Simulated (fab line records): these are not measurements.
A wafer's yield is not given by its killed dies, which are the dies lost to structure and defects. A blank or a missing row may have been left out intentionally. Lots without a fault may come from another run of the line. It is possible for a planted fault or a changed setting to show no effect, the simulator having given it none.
Matching of chambers + flow nand harc + NHARC_P_BONDPAD_DESCUM_11 on rie diel-04 has 4 sister chambers
The step chemistry O2, time 3 s. 36 wafers are shown with their chamber, then 12 later ones without.

== WAFERS WITH THEIR CHAMBER ==
| wafer  | chamber | showerhead plenum p Torr (Torr) | drypump motor current A (A) | oes product au (a.u.) |
|--------|---------|---------------------------------|-----------------------------|-----------------------|
| L075.4 | 1       | 1.95                            | 5.7                         | 0.987                 |
| L075.5 | 3       | 1.95                            | 5.9                         | 1.003                 |
| L075.6 | 0       | 2.06                            | 6.2                         | 1.004                 |
| L078.3 | 2       | 1.95                            | 5.4                         | 0.989                 |
| L078.5 | 0       | 2.06                            | 6.2                         | 1.007                 |
| L078.6 | 1       | 1.95                            | 5.7                         | 0.981                 |
| L079.1 | 2       | 1.95                            | 5.4                         | 1.000                 |
| L079.2 | 1       | 1.95                            | 5.7                         | 0.984                 |
| L079.5 | 2       | 1.95                            | 5.4                         | 0.985                 |
| L080.1 | 0       | 2.06                            | 6.2                         | 1.008                 |
| L080.2 | 2       | 1.95                            | 5.4                         | 0.996                 |
| L080.3 | 1       | 1.95                            | 5.7                         | 0.978                 |
| L082.3 | 2       | 1.95                            | 5.4                         | 1.002                 |
| L082.4 | 0       | 2.06                            | 6.2                         | 1.007                 |
| L082.5 | 2       | 1.95                            | 5.4                         | 1.001                 |
| L081.1 | 0       | 2.06                            | 6.1                         | 1.015                 |
| L081.4 | 1       | 1.95                            | 5.7                         | 0.985                 |
| L081.5 | 1       | 1.95                            | 5.7                         | 0.984                 |
| L085.1 | 2       | 1.95                            | 5.4                         | 1.018                 |
| L085.2 | 3       | 1.95                            | 5.8                         | 1.002                 |
| L085.3 | 0       | 2.06                            | 6.2                         | 1.008                 |
| L087.1 | 0       | 2.06                            | 6.2                         | 1.016                 |
| L087.4 | 1       | 1.95                            | 5.7                         | 0.987                 |
| L087.6 | 2       | 1.95                            | 5.4                         | 1.002                 |
| L088.1 | 3       | 1.95                            | 5.8                         | 0.980                 |
| L088.3 | 2       | 1.95                            | 5.4                         | 0.993                 |
| L088.5 | 1       | 1.95                            | 5.7                         | 0.974                 |
| L090.2 | 0       | 2.06                            | 6.1                         | 1.001                 |
| L090.3 | 3       | 1.95                            | 5.8                         | 0.987                 |
| L090.6 | 3       | 1.95                            | 5.8                         | 0.987                 |
| L089.1 | 1       | 1.95                            | 5.7                         | 0.978                 |
| L089.4 | 3       | 1.95                            | 5.8                         | 0.985                 |
| L089.5 | 3       | 1.95                            | 5.8                         | 0.985                 |
| L092.3 | 0       | 2.06                            | 6.2                         | 0.994                 |
| L092.5 | 1       | 1.95                            | 5.7                         | 0.975                 |
| L092.6 | 0       | 2.05                            | 6.2                         | 1.002                 |

SIGNATURES, as means of the wafers listed above
| reading                  | chamber 0 | chamber 1 | chamber 2 | chamber 3 | scatter within a chamber |
|--------------------------|-----------|-----------|-----------|-----------|--------------------------|
| showerhead plenum p Torr | 2.0590    | 1.9500    | 1.9500    | 1.9500    | 0.00168                  |
| drypump motor current A  | 6.180     | 5.700     | 5.400     | 5.814     | 0.0277                   |
| oes product au           | 1.00620   | 0.98130   | 0.99844   | 0.98986   | 0.00748                  |
Rule: a wafer lies at a distance from a chamber equal to the root of the sum of squares, over the readings, of (its reading less the chamber's mean, divided by the reading's scatter). If the next closest chamber is less than 2 further off than the closest, the wafer can't be placed; otherwise it belongs to the closest. The scatter is the square root of a quotient: the sum, over the shown wafers, of each reading's squared deviation from its chamber's mean, divided by wafers minus chambers.

== WAFERS WITH NO CHAMBER GIVEN ==
| wafer  | showerhead plenum p Torr (Torr) | drypump motor current A (A) | oes product au (a.u.) |
|--------|---------------------------------|-----------------------------|-----------------------|
| L091.2 | 2.06                            | 6.2                         | 1.000                 |
| L091.3 | 1.95                            | 5.8                         | 0.977                 |
| L091.5 | 1.95                            | 5.4                         | 1.010                 |
| L094.2 | 1.95                            | 5.7                         | 0.983                 |
| L094.3 | 1.95                            | 5.4                         | 0.997                 |
| L094.5 | 1.95                            | 5.8                         | 0.980                 |
| L095.1 | 1.95                            | 5.4                         | 1.006                 |
| L095.3 | 1.95                            | 5.8                         | 1.000                 |
| L095.5 | 1.95                            | 5.4                         | 1.015                 |
| L097.1 | 1.95                            | 5.7                         | 0.987                 |
| L097.5 | 2.05                            | 6.1                         | 1.001                 |
| L097.6 | 1.95                            | 5.7                         | 0.977                 |

== EACH ONE'S CHAMBER ==
| wafer  | from the rows above     | in truth |
|--------|-------------------------|----------|
| L091.2 | 0                       | 0        |
| L091.3 | can't be placed: 3 or 1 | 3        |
| L091.5 | 2                       | 2        |
| L094.2 | 1                       | 1        |
| L094.3 | 2                       | 2        |
| L094.5 | 3                       | 3        |
| L095.1 | 2                       | 2        |
| L095.3 | 3                       | 3        |
| L095.5 | 2                       | 2        |
| L097.1 | 1                       | 1        |
| L097.5 | 0                       | 0        |
| L097.6 | 1                       | 1        |
Placed correctly: 11 of 12. Unplaceable from these rows: 1, with the true chamber sitting among the candidates in 1. 0 placed wrongly.
